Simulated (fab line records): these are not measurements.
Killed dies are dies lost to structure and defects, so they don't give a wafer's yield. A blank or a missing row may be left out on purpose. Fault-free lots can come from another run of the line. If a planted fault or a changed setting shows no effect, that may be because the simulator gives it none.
Chamber matching / flow nand-harc / NHARC_A_STAIRCASE_TRIM_12 on rie-diel-04 has 4 sister chambers
The step chemistry O2, time 211.2 s. 14 wafers are shown with their chamber, then 7 later ones without.

WAFERS, EACH WITH ITS CHAMBER
wafer=L077.3; chamber=1; showerhead-plenum-p-Torr (Torr)=3.50; drypump-motor-current-A (A)=5.8; throttle-valve-pct (%)=17.034
wafer=L077.4; chamber=3; showerhead-plenum-p-Torr (Torr)=3.35; drypump-motor-current-A (A)=5.6; throttle-valve-pct (%)=17.037
wafer=L077.5; chamber=3; showerhead-plenum-p-Torr (Torr)=3.35; drypump-motor-current-A (A)=5.6; throttle-valve-pct (%)=17.048
wafer=L078.2; chamber=2; showerhead-plenum-p-Torr (Torr)=3.36; drypump-motor-current-A (A)=6.6; throttle-valve-pct (%)=17.049
wafer=L078.3; chamber=1; showerhead-plenum-p-Torr (Torr)=3.50; drypump-motor-current-A (A)=5.9; throttle-valve-pct (%)=17.039
wafer=L078.5; chamber=1; showerhead-plenum-p-Torr (Torr)=3.50; drypump-motor-current-A (A)=5.9; throttle-valve-pct (%)=17.042
wafer=L083.3; chamber=1; showerhead-plenum-p-Torr (Torr)=3.49; drypump-motor-current-A (A)=5.9; throttle-valve-pct (%)=17.045
wafer=L083.4; chamber=3; showerhead-plenum-p-Torr (Torr)=3.34; drypump-motor-current-A (A)=5.6; throttle-valve-pct (%)=17.035
wafer=L083.5; chamber=3; showerhead-plenum-p-Torr (Torr)=3.34; drypump-motor-current-A (A)=5.6; throttle-valve-pct (%)=17.025
wafer=L089.1; chamber=2; showerhead-plenum-p-Torr (Torr)=3.35; drypump-motor-current-A (A)=6.6; throttle-valve-pct (%)=17.040
wafer=L089.2; chamber=3; showerhead-plenum-p-Torr (Torr)=3.33; drypump-motor-current-A (A)=5.6; throttle-valve-pct (%)=17.024
wafer=L089.3; chamber=0; showerhead-plenum-p-Torr (Torr)=3.52; drypump-motor-current-A (A)=6.4; throttle-valve-pct (%)=17.045
wafer=L094.1; chamber=0; showerhead-plenum-p-Torr (Torr)=3.52; drypump-motor-current-A (A)=6.5; throttle-valve-pct (%)=17.025
wafer=L094.2; chamber=2; showerhead-plenum-p-Torr (Torr)=3.34; drypump-motor-current-A (A)=6.7; throttle-valve-pct (%)=17.049

SIGNATURES (means of the wafers above)
reading=showerhead-plenum-p-Torr; chamber 0=3.5200; chamber 1=3.4975; chamber 2=3.3500; chamber 3=3.3420; scatter within a chamber=0.00745
reading=drypump-motor-current-A; chamber 0=6.450; chamber 1=5.875; chamber 2=6.633; chamber 3=5.600; scatter within a chamber=0.0438
reading=throttle-valve-pct; chamber 0=17.03500; chamber 1=17.04000; chamber 2=17.04600; chamber 3=17.03380; scatter within a chamber=0.00841
Rule: distance of a wafer from a chamber = root of the sum over the readings of ((wafer's reading minus chamber's mean) / reading's scatter) squared. The wafer belongs to the nearest chamber; if the next one is less than 2 further off, it can't be placed. The scatter: take each reading less its chamber's mean, square it, sum over the shown wafers, divide by the number of wafers less the number of chambers, and take the root.

WAFERS MISSING THEIR CHAMBER
wafer=L094.5; showerhead-plenum-p-Torr (Torr)=3.52; drypump-motor-current-A (A)=6.5; throttle-valve-pct (%)=17.040
wafer=L097.1; showerhead-plenum-p-Torr (Torr)=3.32; drypump-motor-current-A (A)=5.6; throttle-valve-pct (%)=17.036
wafer=L097.3; showerhead-plenum-p-Torr (Torr)=3.34; drypump-motor-current-A (A)=6.7; throttle-valve-pct (%)=17.049
wafer=L097.6; showerhead-plenum-p-Torr (Torr)=3.34; drypump-motor-current-A (A)=6.6; throttle-valve-pct (%)=17.047
wafer=L096.3; showerhead-plenum-p-Torr (Torr)=3.47; drypump-motor-current-A (A)=5.8; throttle-valve-pct (%)=17.042
wafer=L096.5; showerhead-plenum-p-Torr (Torr)=3.32; drypump-motor-current-A (A)=5.6; throttle-valve-pct (%)=17.040
wafer=L096.6; showerhead-plenum-p-Torr (Torr)=3.34; drypump-motor-current-A (A)=6.6; throttle-valve-pct (%)=17.038

WHICH CHAMBER EACH ONE RAN IN
wafer=L094.5; from the rows above=0; in truth=0
wafer=L097.1; from the rows above=3; in truth=3
wafer=L097.3; from the rows above=2; in truth=2
wafer=L097.6; from the rows above=2; in truth=2
wafer=L096.3; from the rows above=1; in truth=1
wafer=L096.5; from the rows above=3; in truth=3
wafer=L096.6; from the rows above=2; in truth=2
Correctly placed: 7 of 7. From these rows, 0 cannot be placed. Number placed wrongly: 0.
